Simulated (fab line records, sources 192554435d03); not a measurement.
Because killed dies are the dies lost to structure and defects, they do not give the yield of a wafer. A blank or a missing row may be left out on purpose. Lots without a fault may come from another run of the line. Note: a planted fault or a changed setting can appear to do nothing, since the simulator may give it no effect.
Which tool is to blame? + flow n5 finfet + Sampling: 24 lots, 72 wafers, 3 of 1938 route steps

## WHAT THE GAUGES READ, wafer by wafer
N5_BEOL_M1_CD_MEAS_35: target cd 18 nm, target cd y 21 nm. Usual: cd nm at 18.0 nm, with a standard deviation of 0.39.
| lot  | measured     | on        | cd nm (nm)     | flag |
|------|--------------|-----------|----------------|------|
| L074 | day 6 13:34  | cd sem-02 | 17.5 18.0 18.0 |      |
| L075 | day 6 20:17  | cd sem-02 | 17.6 18.1 17.6 |      |
| L077 | day 6 23:49  | cd sem-03 | 18.0 17.7 17.8 |      |
| L076 | day 7 03:50  | cd sem-02 | 18.0 18.1 18.2 |      |
| L078 | day 7 09:43  | cd sem-02 | 17.8 17.9 17.9 |      |
| L079 | day 7 22:50  | cd sem-02 | 18.5 18.4 18.3 |      |
| L080 | day 8 10:43  | cd sem-01 | 17.9 18.4 18.4 |      |
| L081 | day 8 19:52  | cd sem-02 | 18.4 17.8 18.4 |      |
| L082 | day 8 20:17  | cd sem-01 | 18.2 17.7 17.9 |      |
| L083 | day 9 03:54  | cd sem-01 | 18.0 17.7 18.1 |      |
| L084 | day 9 06:26  | cd sem-03 | 17.8 18.4 18.5 |      |
| L085 | day 9 13:41  | cd sem-01 | 18.3 18.3 18.1 |      |
| L086 | day 9 18:58  | cd sem-02 | 18.6 18.0 17.8 |      |
| L087 | day 9 19:40  | cd sem-02 | 17.8 17.5 17.9 |      |
| L088 | day 10 07:34 | cd sem-02 | 17.9 18.3 17.6 |      |
| L089 | day 10 07:31 | cd sem-03 | 17.9 18.1 18.1 |      |
| L090 | day 10 11:34 | cd sem-01 | 17.5 18.1 17.9 |      |
| L091 | day 10 19:07 | cd sem-01 | 17.3 18.1 18.3 |      |
| L092 | day 11 01:20 | cd sem-02 | 17.2 17.4 18.3 |      |
| L093 | day 11 04:04 | cd sem-02 | 18.0 17.9 17.7 |      |
| L094 | day 11 11:51 | cd sem-02 | 18.6 17.9 18.0 |      |
| L095 | day 11 16:32 | cd sem-03 | 18.0 17.8 17.5 |      |
| L096 | day 12 04:39 | cd sem-02 | 17.8 18.2 17.6 |      |
| L097 | day 12 08:40 | cd sem-01 | 18.0 18.0 17.6 |      |

## WHAT TOOL EACH LOT RAN ON (gives the tool, then ch and the chambers of the sampled wafers, and finally the start)
| lot  | N5_BEOL_M1_ETCH_64                 | N5_BEOL_M1_STRIP_36                |
|------|------------------------------------|------------------------------------|
| L074 | rie diel-05 ch 0,2,3, day 6 05:56  | rie diel-02 ch 0,2,3, day 6 13:11  |
| L075 | rie diel-02 ch 0,1,2, day 6 17:53  | rie diel-06 ch 0,1,3, day 6 19:56  |
| L077 | rie diel-02 ch 0,1, day 6 19:55    | rie diel-06 ch 1,2,3, day 6 23:28  |
| L076 | rie diel-02 ch 0,2,3, day 6 23:37  | rie diel-05 ch 1,2,3, day 7 03:26  |
| L078 | rie diel-05 ch 0,2,3, day 7 03:41  | rie diel-02 ch 0,1,3, day 7 09:22  |
| L079 | rie diel-02 ch 0,3, day 7 15:12    | rie diel-05 ch 0,2,3, day 7 22:29  |
| L080 | rie diel-06 ch 0,3, day 7 17:48    | rie diel-06 ch 0,1,2, day 8 10:22  |
| L081 | rie diel-06 ch 0,2,3, day 7 23:36  | rie diel-06 ch 0,1,3, day 8 19:31  |
| L082 | rie diel-05 ch 0,1,2, day 8 11:17  | rie diel-06 ch 0,1, day 8 19:55    |
| L083 | rie diel-02 ch 0,2, day 8 17:40    | rie diel-02 ch 2,3, day 9 03:33    |
| L084 | rie diel-02 ch 2,3, day 8 20:21    | rie diel-05 ch 1,2,3, day 9 06:05  |
| L085 | rie diel-02 ch 1,3, day 9 07:12    | rie diel-02 ch 2,3, day 9 13:20    |
| L086 | rie diel-02 ch 1,3, day 9 10:27    | rie diel-05 ch 0,1,3, day 9 18:37  |
| L087 | rie diel-06 ch 0,1,2, day 9 14:23  | rie diel-05 ch 0,2,3, day 9 19:17  |
| L088 | rie diel-05 ch 0,1,3, day 9 19:42  | rie diel-05 ch 0,1, day 10 07:07   |
| L089 | rie diel-02 ch 1,2,3, day 10 00:02 | rie diel-06 ch 0,3, day 10 07:09   |
| L090 | rie diel-06 ch 0,3, day 10 08:07   | rie diel-02 ch 1,2,3, day 10 11:13 |
| L091 | rie diel-02 ch 0,3, day 10 08:32   | rie diel-05 ch 1,3, day 10 18:46   |
| L092 | rie diel-05 ch 0,1,2, day 10 16:49 | rie diel-06 ch 1,2,3, day 11 01:00 |
| L093 | rie diel-05 ch 0,1, day 10 22:55   | rie diel-02 ch 0,1,3, day 11 03:43 |
| L094 | rie diel-05 ch 0,1,2, day 11 08:46 | rie diel-06 ch 0,2,3, day 11 11:29 |
| L095 | rie diel-05 ch 1,2,3, day 11 12:07 | rie diel-06 ch 2,3, day 11 16:10   |
| L096 | rie diel-02 ch 0,2, day 12 01:53   | rie diel-06 ch 0,1,3, day 12 04:17 |
| L097 | rie diel-06 ch 1,2,3, day 12 02:05 | rie diel-05 ch 0,2,3, day 12 08:18 |
- N5_BEOL_M1_ETCH_64: etches SOC in N2/H2, target depth 75 nm, overetch 15 nm, time 112.5 s.
- N5_BEOL_M1_STRIP_36: strips in N2/H2.

## AS READ BY THE TOOLS THEMSELVES (means over the sampled wafers that have a number; for cases with no such wafer, the mark the record gives instead)
N5_BEOL_M1_ETCH_64. Usual: bias w 150.1 W, standard deviation 0.44; drypump motor current A 5.8 A, standard deviation 0.48; oes product au 0.63 a.u., standard deviation 0.071; rf vpp V 524.3 V, standard deviation 2.9; showerhead plenum p Torr 2.56 Torr, standard deviation 0.1; throttle valve pct 17.92 %, standard deviation 0.22.
| lot  | tool        | bias w (W) | drypump motor current A (A) | oes product au (a.u.) | rf vpp V (V) | showerhead plenum p Torr (Torr) | throttle valve pct (%) | flag |
|------|-------------|------------|-----------------------------|-----------------------|--------------|---------------------------------|------------------------|------|
| L074 | rie diel-05 | 150.0      | 5.6                         | 0.59                  | 524.6        | 2.56                            | 17.98                  |      |
| L075 | rie diel-02 | 149.9      | 6.0                         | 0.64                  | 525.4        | 2.60                            | 17.75                  |      |
| L077 | rie diel-02 | 149.9      | 6.3                         | 0.61                  | 526.2        | 2.65                            | 17.75                  |      |
| L076 | rie diel-02 | 150.0      | 5.6                         | 0.64                  | 524.7        | 2.55                            | 17.88                  |      |
| L078 | rie diel-05 | 150.3      | 5.7                         | 0.58                  | 524.3        | 2.56                            | 18.01                  |      |
| L079 | rie diel-02 | 150.5      | 5.5                         | 0.66                  | 526.7        | 2.60                            | 18.00                  |      |
| L080 | rie diel-06 | 150.4      | 5.5                         | 0.60                  | 520.0        | 2.37                            | 18.02                  |      |
| L081 | rie diel-06 | 149.9      | 5.8                         | 0.64                  | 521.4        | 2.45                            | 17.96                  |      |
| L082 | rie diel-05 | 150.2      | 5.8                         | 0.57                  | 525.0        | 2.60                            | 18.14                  |      |
| L083 | rie diel-02 | 150.4      | 5.6                         | 0.61                  | 522.2        | 2.51                            | 17.78                  |      |
| L084 | rie diel-02 | 149.6      | 5.2                         | 0.69                  | 523.8        | 2.54                            | 18.01                  |      |
| L085 | rie diel-02 | 150.3      | 6.1                         | 0.70                  | 527.3        | 2.67                            | 17.88                  |      |
| L086 | rie diel-02 | 149.8      | 6.1                         | 0.70                  | 527.8        | 2.67                            | 17.89                  |      |
| L087 | rie diel-06 | 150.1      | 5.9                         | 0.64                  | 522.0        | 2.49                            | 18.01                  |      |
| L088 | rie diel-05 | 150.3      | 5.5                         | 0.62                  | 525.1        | 2.54                            | 17.80                  |      |
| L089 | rie diel-02 | 150.3      | 5.7                         | 0.67                  | 524.5        | 2.58                            | 17.91                  |      |
| L090 | rie diel-06 | 149.8      | 5.5                         | 0.58                  | 518.2        | 2.37                            | 18.05                  |      |
| L091 | rie diel-02 | 149.6      | 5.5                         | 0.72                  | 524.4        | 2.59                            | 17.88                  |      |
| L092 | rie diel-05 | 150.0      | 5.8                         | 0.63                  | 524.4        | 2.59                            | 18.03                  |      |
| L093 | rie diel-05 | 150.2      | 5.7                         | 0.67                  | 523.1        | 2.53                            | 17.83                  |      |
| L094 | rie diel-05 | 150.4      | 5.8                         | 0.62                  | 525.6        | 2.59                            | 18.04                  |      |
| L095 | rie diel-05 | 150.4      | 5.6                         | 0.56                  | 525.5        | 2.60                            | 18.03                  |      |
| L096 | rie diel-02 | 150.5      | 5.9                         | 0.68                  | 524.1        | 2.55                            | 17.49                  |      |
| L097 | rie diel-06 | 150.0      | 6.2                         | 0.61                  | 522.8        | 2.50                            | 18.03                  |      |

N5_BEOL_M1_STRIP_36. Usual: drypump motor current A 5.8 A, standard deviation 0.45; oes product au 0.80 a.u., standard deviation 0.099; rf vpp V 59.1 V, standard deviation 1.4; showerhead plenum p Torr 2.53 Torr, standard deviation 0.1; throttle valve pct 23.80 %, standard deviation 0.23.
| lot  | tool        | drypump motor current A (A) | oes product au (a.u.) | rf vpp V (V) | showerhead plenum p Torr (Torr) | throttle valve pct (%) | flag |
|------|-------------|-----------------------------|-----------------------|--------------|---------------------------------|------------------------|------|
| L074 | rie diel-02 | 5.5                         | 0.82                  | 58.7         | 2.55                            | 23.79                  |      |
| L075 | rie diel-06 | 5.9                         | 0.76                  | 58.7         | 2.42                            | 23.80                  |      |
| L077 | rie diel-06 | 6.2                         | 0.82                  | 59.5         | 2.51                            | 23.76                  |      |
| L076 | rie diel-05 | 5.6                         | 0.72                  | 59.9         | 2.61                            | 23.85                  |      |
| L078 | rie diel-02 | 6.0                         | 0.84                  | 58.5         | 2.64                            | 23.86                  |      |
| L079 | rie diel-05 | 5.6                         | 0.73                  | 59.3         | 2.55                            | 23.84                  |      |
| L080 | rie diel-06 | 5.9                         | 0.82                  | 58.5         | 2.49                            | 23.81                  |      |
| L081 | rie diel-06 | 5.9                         | 0.74                  | 59.1         | 2.42                            | 23.82                  |      |
| L082 | rie diel-06 | 6.1                         | 0.76                  | 56.8         | 2.46                            | 23.84                  |      |
| L083 | rie diel-02 | 5.3                         | 0.87                  | 58.2         | 2.53                            | 23.97                  |      |
| L084 | rie diel-05 | 5.6                         | 0.71                  | 59.4         | 2.60                            | 23.87                  |      |
| L085 | rie diel-02 | 5.3                         | 0.84                  | 59.9         | 2.49                            | 23.77                  |      |
| L086 | rie diel-05 | 5.5                         | 0.79                  | 59.0         | 2.54                            | 23.74                  |      |
| L087 | rie diel-05 | 5.7                         | 0.82                  | 59.5         | 2.55                            | 23.78                  |      |
| L088 | rie diel-05 | 5.8                         | 0.87                  | 60.4         | 2.53                            | 23.84                  |      |
| L089 | rie diel-06 | 5.5                         | 0.73                  | 57.2         | 2.36                            | 23.86                  |      |
| L090 | rie diel-02 | 5.7                         | 0.85                  | 57.5         | 2.57                            | 23.83                  |      |
| L091 | rie diel-05 | 5.3                         | 0.69                  | 59.1         | 2.55                            | 23.64                  |      |
| L092 | rie diel-06 | 6.2                         | 0.77                  | 58.9         | 2.50                            | 23.78                  |      |
| L093 | rie diel-02 | 6.0                         | 0.89                  | 57.8         | 2.63                            | 23.74                  |      |
| L094 | rie diel-06 | 5.8                         | 0.77                  | 58.9         | 2.44                            | 23.82                  |      |
| L095 | rie diel-06 | 6.1                         | 0.82                  | 58.9         | 2.52                            | 23.74                  |      |
| L096 | rie diel-06 | 5.9                         | 0.72                  | 59.0         | 2.41                            | 23.86                  |      |
| L097 | rie diel-05 | 5.7                         | 0.79                  | 59.0         | 2.54                            | 23.82                  |      |

## THE ANSWER, worked out from the rows above alone
Rule: a lot counts as off when the mean over its wafers that have a number is more than 3 standard deviations away from the usual mean. Also off: a lot with no number at a reading for which 4 or more lots have one. Where the step has rows for the other lots, those lots are counted as sound. After the gauges, taken in route order, come the tools' own readings; for these a lot's mean is taken, as printed above. The first step at which some lot is off is used, and at that step the reading that is off furthest; a lot without a number counts as furthest.
Across all readings shown, no lot is off: no conclusion can be drawn from this.

## WHAT WAS PUT IN BY THE SIMULATOR
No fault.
